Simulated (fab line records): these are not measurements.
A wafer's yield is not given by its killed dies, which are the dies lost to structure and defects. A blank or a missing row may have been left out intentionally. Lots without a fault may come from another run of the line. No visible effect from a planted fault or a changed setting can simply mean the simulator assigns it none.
fab line records	flow n5_finfet
record lots=7	wafers=21	last_day=17
route steps=1938 shown BEOL_M8@1386 PASSIVATION@1936
lots untouched by any fault: they come from a run of this same line in which no faults occurred
start_h: start of the lot's first displayed wafer, in hours after the record's first day	wait_h: hours from the lot's prior step to this one	" repeats the value in the row above	L1.1+2: a single row standing in for several wafers	- either no value or no given start	* or withheld: withheld	< > ~ a bound
route shown NAME@n: names a module that has steps shown in the file, with the first one's number in the route	usual: mean/standard deviation taken from wafers without a fault	same: alike in all rows	chamber/n: place in a boat	sites: each site's reading	_std_site: standard deviation of those values	_edge_site: inner sites' mean taken away from outer sites' mean	radius_mm: how far each site lies from the wafer's centre	mask NAME#n: copy n	behind: the tool/chamber that last shaped the wafer	hold: why the lot was held/for how many hours/how that ended	device: which transistor (n, p or np) failed to switch	end of line: the tests these same wafers got at the end of their route	for a step that has no rows: nothing shown but its recipe	killed: at the first sort, the dies lost to defects and structure; wafer yield is something else	map: dies across one wafer; x = killed, . = not, _ = none there
set.NAME: the setting that was run; set.NAME@STEP: the one run at that earlier step	model.NAME: the simulator's own value behind a step, which no gauge read
lots seen at some steps along the route; tables by step, rows by wafer
services: from which hour (start_h, from the record's first day; less than 0 if before it) a tool's chamber was out of use, for how many hours, and why
## steps
# step N5_BEOL_M8_CURE_75
# recipe temp_c=370	time_s=120	ambient=DMADMS/He	material=SiCOH_lowk
# step N5_BEOL_M8_DEGAS_44
# recipe ambient=vacuum	temp_c=250	time_s=60
# step N5_BEOL_M8_PRE_CLEAN_45
# recipe gas=H2/He	time_s=30	temp_c=250
# usual heater_power_w=324/20
lot.wafer	tool	chamber	start_h	wait_h	heater_power_w
L663.1	pvd_sputter-03	-	217.56	0.0	330
L663.4	"	-	"	"	305
L663.6	"	-	"	"	321
L666.1	pvd_sputter-01	-	237.26	0.0	337
L666.3	"	-	"	"	314
L666.4	"	-	"	"	353
L673.3	pvd_sputter-01	-	298.09	0.0	324
L673.4	"	-	"	"	318
L673.6	"	-	"	"	346
L675.2	pvd_sputter-03	-	311.59	0.0	308
L675.3	"	-	"	"	332
L675.5	"	-	"	"	332
L678.4	pvd_sputter-03	-	334.22	0.0	351
L678.5	"	-	"	"	296
L678.6	"	-	"	"	305
L679.1	pvd_sputter-01	-	336.02	0.0	316
L679.2	"	-	"	"	315
L679.6	"	-	"	"	316
L682.1	pvd_sputter-01	-	342.86	0.0	334
L682.2	"	-	"	"	319
L682.5	"	-	"	"	340
# step N5_BEOL_M8_ALD_77
# recipe material=TaN	target_thk_a=20	temp_c=275	ald_precursor_family=PDMAT	ald_co_reactant=NH3	pressure_torr=3	carrier_flow_sccm=1500	pulse_time_s=2	purge_time_s=3	co_reactant_purge_time_s=2	co_reactant_pulse_time_s=3	ald_cycles=40	precursor_vessel_temp_c=75	precursor_vessel_pressure_torr=26.25	precursor_vessel_carrier_sccm=1000
# usual chamber_pressure_Torr=3.001/0.0068	heater_power_w=402/44
lot.wafer	tool	chamber	start_h	wait_h	chamber_pressure_Torr	heater_power_w
L663.1	ald_metal-02	2	217.62	0.0	3.002	422
L663.4	"	2	"	"	2.999	426
L663.6	"	1	"	"	3.005	320
L666.1	ald_metal-01	3	237.35	0.1	3.002	436
L666.3	"	0	"	"	3.003	385
L666.4	"	2	"	"	3.005	414
L673.3	ald_metal-02	0	298.29	0.2	3.003	412
L673.4	"	2	"	"	3.013	415
L673.6	"	2	"	"	2.992	437
L675.2	ald_metal-03	0	311.74	0.1	2.990	327
L675.3	"	2	"	"	2.996	521
L675.5	"	3	"	"	2.994	378
L678.4	ald_metal-01	3	334.26	0.0	3.009	443
L678.5	"	2	"	"	2.990	416
L678.6	"	3	"	"	3.000	425
L679.1	ald_metal-02	2	336.08	0.0	3.006	414
L679.2	"	1	"	"	2.991	326
L679.6	"	1	"	"	2.995	317
L682.1	ald_metal-01	2	343.05	0.2	3.004	403
L682.2	"	1	"	"	3.013	406
L682.5	"	3	"	"	3.008	452
# step N5_BEOL_M8_SURFACE_TREAT_79
# recipe gas=Ar	time_s=*	ion_energy_ev=*	ion_current_ma_cm2=0.5	pressure_mtorr=*	ar_flow_sccm=30
# usual throttle_valve_pct=*
lot.wafer	tool	chamber	start_h	wait_h	throttle_valve_pct
L663.1	pvd_sputter-01	-	217.97	0.2	*
L663.4	"	-	"	"	*
L663.6	"	-	"	"	*
L666.1	pvd_sputter-01	-	237.78	0.3	*
L666.3	"	-	"	"	*
L666.4	"	-	"	"	*
L673.3	pvd_sputter-01	-	298.57	0.2	*
L673.4	"	-	"	"	*
L673.6	"	-	"	"	*
L675.2	pvd_sputter-03	-	312.19	0.3	*
L675.3	"	-	"	"	*
L675.5	"	-	"	"	*
L678.4	pvd_sputter-03	-	334.70	0.3	*
L678.5	"	-	"	"	*
L678.6	"	-	"	"	*
L679.1	pvd_sputter-03	-	336.44	0.2	*
L679.2	"	-	"	"	*
L679.6	"	-	"	"	*
L682.1	pvd_sputter-01	-	343.34	0.2	*
L682.2	"	-	"	"	*
L682.5	"	-	"	"	*
# step N5_BEOL_M8_CVD_78
# recipe material=Co	target_thk_a=20	temp_c=withheld	precursor=CCTBA/H2	pressure_torr=30	time_s=142.3
# step N5_BEOL_M8_SPUTTER_48
# recipe material=Cu	target_thk_a=100	temp_c=-20	bias_v=60	power_w=26000	chamber_pressure_pa=0.13	time_s=1.667
# usual chamber_pressure_pa=0.13/0.00023	throttle_valve_pct=30.0/0.77
lot.wafer	tool	chamber	start_h	wait_h	chamber_pressure_pa	throttle_valve_pct
L663.1	pvd_sputter-01	-	219.97	1.7	0.13017	31.0
L663.4	"	-	"	"	0.12999	31.7
L663.6	"	-	"	"	0.13001	31.3
L666.1	pvd_sputter-01	-	237.98	0.1	0.13036	29.7
L666.3	"	-	"	"	0.12985	31.4
L666.4	"	-	"	"	0.12996	31.1
L673.3	pvd_sputter-03	-	300.25	1.3	0.12981	29.7
L673.4	"	-	"	"	0.1301	30.6
L673.6	"	-	"	"	0.1299	29.2
L675.2	pvd_sputter-03	-	312.39	0.1	0.13008	30.4
L675.3	"	-	"	"	0.12988	29.2
L675.5	"	-	"	"	0.13006	30.3
L678.4	pvd_sputter-03	-	334.92	0.1	0.12989	29.5
L678.5	"	-	"	"	0.13008	30.4
L678.6	"	-	"	"	0.12992	28.7
L679.1	pvd_sputter-03	-	336.64	0.1	0.13004	29.4
L679.2	"	-	"	"	0.12998	28.9
L679.6	"	-	"	"	0.13003	29.1
L682.1	pvd_sputter-01	-	343.54	0.1	0.12984	29.5
L682.2	"	-	"	"	0.13007	29.6
L682.5	"	-	"	"	0.13002	31.3
# step N5_BEOL_M8_ECD_50
# recipe material=Cu	target_thk_a=3000
# step N5_BEOL_M8_ANNEAL_51
# recipe temp_c=225	time_s=90	ambient=N2
# usual anneal_temp_c=225.02/0.18	wafer_temp_C_max=225.71/0.27
lot.wafer	tool	chamber	start_h	wait_h	anneal_temp_c	wafer_temp_C_max
L663.1	rtp_anneal-01	0	220.43	0.3	224.77	225.73
L663.4	"	0	"	"	225.11	225.85
L663.6	"	0	"	"	224.90	226.07
L666.1	rtp_anneal-02	0	238.98	0.9	225.28	225.26
L666.3	"	0	"	"	225.07	225.44
L666.4	"	0	"	"	225.03	225.47
L673.3	rtp_anneal-02	0	300.61	0.2	224.87	225.55
L673.4	"	0	"	"	224.91	225.40
L673.6	"	0	"	"	225.05	225.50
L675.2	rtp_anneal-01	0	312.64	0.1	225.04	225.51
L675.3	"	0	"	"	224.88	226.08
L675.5	"	0	"	"	224.80	225.48
L678.4	rtp_anneal-01	0	335.45	0.4	225.40	226.03
L678.5	"	0	"	"	225.54	225.89
L678.6	"	0	"	"	225.24	225.66
L679.1	rtp_anneal-02	0	336.86	0.1	225.29	225.56
L679.2	"	0	"	"	225.06	225.91
L679.6	"	0	"	"	225.00	225.67
L682.1	rtp_anneal-02	0	344.35	0.7	224.90	225.75
L682.2	"	0	"	"	224.65	225.30
L682.5	"	0	"	"	225.19	225.50
# step N5_BEOL_M8_CMP_52
# recipe stop_on=SiCOH_lowk	t_overpolish_s=6.9	down_force_psi=1	platen_rpm=50	clearing_platen_down_force_psi=1.5	clearing_platen_rpm=50	post_cmp_clean=cu_alkaline	target_thk_nm=80	clearing_platen_pad_velocity_m_s=0.99484	pad_velocity_m_s=0.99484
# step N5_BEOL_M8_THK_MEAS_53
# recipe thk_meas_gauge=xrf	reads=Cu_of_BEOL_M8_ECD_50
# usual M8_THK=79.7/1.6
lot.wafer	tool	chamber	start_h	wait_h	M8_THK[nm]
L663.1	film_metro-01	-	221.02	-	78.9
L663.4	"	-	"	"	80.7
L663.6	"	-	"	"	80.1
L666.1	film_metro-02	-	239.58	-	79.3
L666.3	"	-	"	"	81.2
L666.4	"	-	"	"	77.7
L673.3	film_metro-02	-	301.11	-	81.7
L673.4	"	-	"	"	81.6
L673.6	"	-	"	"	80.9
L675.2	film_metro-01	-	313.19	-	79.0
L675.3	"	-	"	"	78.6
L675.5	"	-	"	"	79.0
L678.4	film_metro-01	-	336.05	-	78.9
L678.5	"	-	"	"	79.0
L678.6	"	-	"	"	75.5
L679.1	film_metro-02	-	337.45	-	78.0
L679.2	"	-	"	"	76.6
L679.6	"	-	"	"	80.5
L682.1	film_metro-02	-	344.94	-	78.5
L682.2	"	-	"	"	77.5
L682.5	"	-	"	"	76.7
# step N5_BEOL_M8_PRE_CLEAN_55
# recipe gas=NH3	time_s=15	temp_c=withheld	rf_power_w=300
# step N5_BEOL_M8_DEP_56
# recipe material=SiCN	target_thk_a=100	temp_c=withheld	precursor=3MS/NH3	pressure_torr=3	rf_w=202	time_s=17.5
# usual chamber_pressure_Torr=3.000/0.0071	showerhead_plenum_p_Torr=3.662/0.019	throttle_valve_pct=9.2/0.58
lot.wafer	tool	chamber	start_h	wait_h	chamber_pressure_Torr	showerhead_plenum_p_Torr	throttle_valve_pct
L663.1	pecvd-02	0	221.10	0.0	3.004	3.679	9.3
L663.4	"	0	"	"	3.002	3.660	9.2
L663.6	"	0	"	"	2.987	3.671	9.1
L666.1	pecvd-04	2	239.64	0.0	3.007	3.656	8.1
L666.3	"	1	"	"	3.004	3.656	9.6
L666.4	"	2	"	"	3.004	3.655	7.9
L666.1	pecvd-04	2	239.84	0.2	3.018	3.648	8.1
L666.3	"	1	"	"	2.992	3.647	9.6
L666.4	"	2	"	"	3.005	3.661	7.9
L673.3	pecvd-02	0	301.17	0.0	2.998	3.663	9.4
L673.4	"	1	"	"	2.995	3.678	9.5
L673.6	"	0	"	"	2.990	3.665	9.5
L673.3	pecvd-02	0	301.40	0.2	3.008	3.673	9.3
L673.4	"	1	"	"	3.001	3.682	9.8
L673.6	"	0	"	"	3.001	3.674	9.3
L675.2	pecvd-01	2	313.25	0.0	2.991	3.653	8.9
L675.3	"	1	"	"	2.997	3.683	9.2
L675.5	"	0	"	"	3.003	3.618	10.2
L675.2	pecvd-01	2	313.45	0.2	2.990	3.648	8.7
L675.3	"	1	"	"	2.995	3.677	9.3
L675.5	"	0	"	"	3.000	3.621	10.4
L678.4	pecvd-02	1	336.13	0.0	3.005	3.674	9.7
L678.5	"	0	"	"	3.015	3.665	9.4
L678.6	"	2	"	"	3.004	3.664	8.7
L679.1	pecvd-01	2	337.51	0.0	3.006	3.641	8.7
L679.2	"	1	"	"	2.995	3.680	9.1
L679.6	"	1	"	"	3.005	3.680	9.2
L682.1	pecvd-01	2	345.01	0.0	2.993	3.642	8.5
L682.2	"	1	"	"	3.002	3.686	9.0
L682.5	"	2	"	"	3.005	3.652	8.8
# step N5_BEOL_M8_RS_MEAS_57
# recipe thk_meas_gauge=four-point-probe	reads=Cu_of_BEOL_M8_ECD_50+Co_of_BEOL_M8_CVD_78+TaN_of_BEOL_M8_ALD_77
# usual M8_RS=0.287/0.0063
lot.wafer	tool	chamber	start_h	wait_h	M8_RS[ohm/sq]
L663.1	film_metro-01	-	221.18	0.1	0.289
L663.4	"	-	"	"	0.281
L663.6	"	-	"	"	0.284
L666.1	film_metro-02	-	239.91	0.1	0.285
L666.3	"	-	"	"	0.277
L666.4	"	-	"	"	0.293
L673.3	film_metro-02	-	301.47	0.1	0.278
L673.4	"	-	"	"	0.280
L673.6	"	-	"	"	0.280
L675.2	film_metro-02	-	313.52	0.1	0.289
L675.3	"	-	"	"	0.292
L675.5	"	-	"	"	0.291
L678.4	film_metro-02	-	336.18	0.0	0.289
L678.5	"	-	"	"	0.290
L678.6	"	-	"	"	0.305
L679.1	film_metro-01	-	337.58	0.1	0.293
L679.2	"	-	"	"	0.300
L679.6	"	-	"	"	0.282
L682.1	film_metro-01	-	345.07	0.1	0.294
L682.2	"	-	"	"	0.298
L682.5	"	-	"	"	0.300
# step N5_PASSIVATION_PROBE_49
# usual defect_limited_yield=91.2/1.4	killed_at_M0_to_M3=34/9.7	killed_at_M4_up=14/5.2	killed_at_contacts=13/6.7	killed_at_front_end=39/11	killed_at_other=3.6/2.6	killed_dies=104/17	killed_open=69/12	killed_short=34/8.2	sort_bin_5_function=5.3/0.89	sort_bin_6_memory=3.2/0.69	sort_n_pass=1076/17	sort_yield_pct=91.2/1.4
# same gross_dies=1180	killed_at_back_side=0	sort_bin_4_leakage[%]=0	sort_bin_8_speed[%]=0
lot.wafer	tool	chamber	start_h	wait_h	defect_limited_yield[%]	killed_at_M0_to_M3	killed_at_M4_up	killed_at_contacts	killed_at_front_end	killed_at_other	killed_dies	killed_open	killed_short	sort_bin_5_function[%]	sort_bin_6_memory[%]	sort_n_pass	sort_yield_pct[%]
L663.1	prober-02	-	283.27	0.2	93.5	21	20	13	21	2	77	54	23	4.3	2.0	1103	93.5
L663.4	prober-02	-	283.42	0.3	93.1	17	15	10	37	3	82	60	22	3.8	3.1	1098	93.1
L663.6	prober-02	-	283.52	0.4	92.4	32	8	20	28	2	90	52	37	4.7	2.5	1090	92.4
L679.1	prober-02	-	409.02	0.0	89.7	49	17	8	44	4	122	72	50	5.5	4.3	1058	89.7
L679.2	prober-02	-	409.07	0.1	90.7	35	10	29	30	6	110	62	46	5.0	3.6	1070	90.7
L679.6	prober-02	-	409.27	0.3	89.8	44	10	11	43	12	120	67	52	6.0	3.4	1060	89.8
# killed by level:class
L663.1 MOL_CONTACT_COAG:geometric_particle:open=12 BEOL_M4:geometric_particle:open=9 BEOL_M3:geometric_particle:open=6 STI_FIN_REVEAL:geometric_particle:open=5 FIN_SAQP:geometric_particle:short=4 GATE_CUT:geometric_particle:short=4 BEOL_M1:geometric_particle:open=4 BEOL_M7:geometric_particle:open=4
L663.4 STI_FIN_REVEAL:geometric_particle:open=17 FIN_SAQP:geometric_particle:short=7 BEOL_M4:geometric_particle:open=7 MOL_CONTACT_COAG:geometric_particle:open=6 FIN_SAQP:geometric_particle:open=5 BEOL_M0_SAQP:geometric_particle:open=5 MOL_CONTACT_COAG:geometric_particle:short=4 BEOL_M7:geometric_particle:open=4
L663.6 MOL_CONTACT_COAG:geometric_particle:open=13 MOL_CONTACT_COAG:geometric_particle:short=7 DUMMY_GATE:geometric_particle:open=6 BEOL_M0_SAQP:geometric_particle:short=6 BEOL_M1:geometric_particle:open=6 STI_FIN_REVEAL:geometric_particle:open=5 BEOL_M0_SAQP:geometric_particle:open=5 BEOL_M3:geometric_particle:open=5
L679.1 FIN_SAQP:geometric_particle:short=12 DUMMY_GATE:geometric_particle:open=10 BEOL_M0_SAQP:geometric_particle:open=10 BEOL_M3:geometric_particle:open=8 BEOL_M0_SAQP:geometric_particle:short=8 MOL_CONTACT_COAG:geometric_particle:open=7 FIN_SAQP:geometric_particle:open=6 BEOL_M0:geometric_particle:short=6
L679.2 MOL_CONTACT_COAG:geometric_particle:open=21 BEOL_M0_SAQP:geometric_particle:short=13 FIN_SAQP:geometric_particle:short=9 BEOL_M0_SAQP:geometric_particle:open=9 MOL_CONTACT_COAG:geometric_particle:short=8 FIN_SAQP:geometric_particle:open=6 GATE_CUT:geometric_particle:short=3 DUMMY_GATE:geometric_particle:open=3
L679.6 BEOL_M0_SAQP:geometric_particle:short=16 BEOL_M0_SAQP:geometric_particle:open=13 FIN_SAQP:geometric_particle:open=10 FIN_SAQP:geometric_particle:short=10 DUMMY_GATE:geometric_particle:open=10 MOL_CONTACT_COAG:geometric_particle:short=6 PAD_METAL:geometric_particle:open=6 MOL_CONTACT_COAG:geometric_particle:open=5
## services
tool	chamber	start_h	hours	kind
pecvd-01	-	196.57	1.0	repair
pecvd-02	2	205.98	-	clean
pecvd-02	2	205.98	-	consumable_replace:showerhead
pecvd-02	2	205.98	29.0	scheduled_down
pecvd-02	2	205.98	29.0	vent_cycle
pecvd-02	1	245.14	2.1	scheduled_down
ald_metal-02	-	267.13	2.1	repair
pecvd-02	-	276.42	0.9	repair
ald_metal-02	-	276.98	1.1	repair
ald_metal-01	3	278.97	5.3	repair
ald_metal-02	1	293.83	23.9	repair
pecvd-04	1	310.94	12.0	repair
pecvd-02	-	311.50	0.8	repair
ald_metal-03	-	337.25	14.0	pm
ald_metal-03	0	337.25	14.0	vent_cycle
ald_metal-03	1	337.25	14.0	vent_cycle
ald_metal-03	2	337.25	14.0	vent_cycle
ald_metal-03	3	337.25	14.0	vent_cycle
## key
first_sign step=N5_BEOL_M8_DEP_56	reading=visit	direction=added
effect none on later readings
met_at N5_BEOL_M8_DEP_56
struck_wafers L666.1,L666.3,L666.4,L673.3,L673.4,L673.6,L675.2,L675.3,L675.5
fault kind=repeated_step_whole	tool=pecvd-01,pecvd-02,pecvd-04	chamber=-	onset_h=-	steps=N5_BEOL_M8_DEP_56	times=1	scope=struck_lots_only
